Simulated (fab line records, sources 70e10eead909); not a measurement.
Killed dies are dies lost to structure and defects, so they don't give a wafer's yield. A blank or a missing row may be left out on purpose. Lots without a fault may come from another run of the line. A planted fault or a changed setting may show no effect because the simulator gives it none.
A struck lot beside a sound one | flow nand_harc | 14 steps out of a route of 1302
Sound: wafers L825.1, L825.2, L825.3. Struck: wafers L834.1, L834.5, L834.6. The cause comes at the end.
At each step with rows: each side's tool, then ch and its chambers, then its first start. Under that, the readings that differ: sound wafers | struck wafers | difference of the means | sigmas: that difference in standard deviations of wafers without a fault.
alike: readings whose means differ by less than 2 such deviations, and words and numbers that are the same on both sides. not compared: withheld readings, readings that some wafer has no value for, bounds like >300 that may hide the same value, and numbers for which the record gives no deviation and whose values overlap.
The two part at a step that has a row with sigmas, a row that says differs or no value, or rows on one side only. Numbers that don't overlap but have no deviation are shown without sigmas and don't part them. A reading that every wafer of one side lacks parts them only if that side has two wafers or more.

first, 1 step without rows for these wafers: NHARC_A_ONON_D1_DEP_12 (target thk 1000 nm).
NHARC_A_ONON_D1_THK_MEAS_14: measures by ellipsometry.
  sound on film_metro-02, day 12 09:58; struck on film_metro-02, day 15 20:17
  alike: thk_nm
then, 2 steps without rows for these wafers: NHARC_A_ONON_D1_ANNEAL_15 (time 3600 s); NHARC_A_ONON_D1_DEP_16 (target thk 1000 nm).
NHARC_A_ONON_D1_THK_MEAS_18: measures by ellipsometry.
  sound on film_metro-02, day 12 18:00; struck on film_metro-02, day 16 05:32
  alike: thk_nm
then, 1 step without rows for these wafers: NHARC_A_ONON_D1_DEP_19 (target thk 1000 nm).
NHARC_A_ONON_D1_THK_MEAS_21: measures by ellipsometry.
  sound on film_metro-01, day 12 18:34; struck on film_metro-02, day 16 06:06
  alike: thk_nm
then, 1 step without rows for these wafers: NHARC_A_ONON_D1_DEP_22 (target thk 1000 nm).
NHARC_A_ONON_D1_THK_MEAS_24: measures by ellipsometry.
  sound on film_metro-01, day 12 19:08; struck on film_metro-01, day 16 06:40
  reading     | sound          | struck      | difference | sigmas
  thk_nm (nm) | 1008 1010 1010 | 995 995 995 | -14        | -2
then, 1 step without rows for these wafers: NHARC_A_ONON_D1_DEP_25 (target thk 1000 nm).
NHARC_A_ONON_D1_THK_MEAS_27: measures by ellipsometry.
  sound on film_metro-01, day 12 19:43; struck on film_metro-02, day 16 07:14
  alike: thk_nm
NHARC_A_ONON_D1_DEP_28: target thk 1000 nm.
  sound on pecvd_onon-03 ch 0, day 12 19:46; struck on pecvd_onon-03 ch 0, day 16 07:17
NHARC_A_ONON_D1_THK_MEAS_30: measures by ellipsometry.
  sound on film_metro-02, day 12 20:16; struck on film_metro-01, day 16 07:48
  reading     | sound       | struck         | difference | sigmas
  thk_nm (nm) | 992 993 991 | 1065 1065 1065 | +73        | +9
NHARC_A_ONON_D1_DEP_33: deposits SiO2, target thk 200 nm.
  sound on pecvd-01 ch 0,1,2, day 12 20:20; struck on pecvd-04 ch 0,1,2, day 16 07:52
  alike: heater_power_outer_w, heater_power_w, throttle_valve_pct
  not compared: since_wet_clean_h

WHERE THEY PART
First at NHARC_A_ONON_D1_THK_MEAS_24; last, within this record, at NHARC_A_ONON_D1_THK_MEAS_30. Later steps at which nothing parts them and some readings are alike: NHARC_A_ONON_D1_DEP_33.

WHY: what the simulator had put in
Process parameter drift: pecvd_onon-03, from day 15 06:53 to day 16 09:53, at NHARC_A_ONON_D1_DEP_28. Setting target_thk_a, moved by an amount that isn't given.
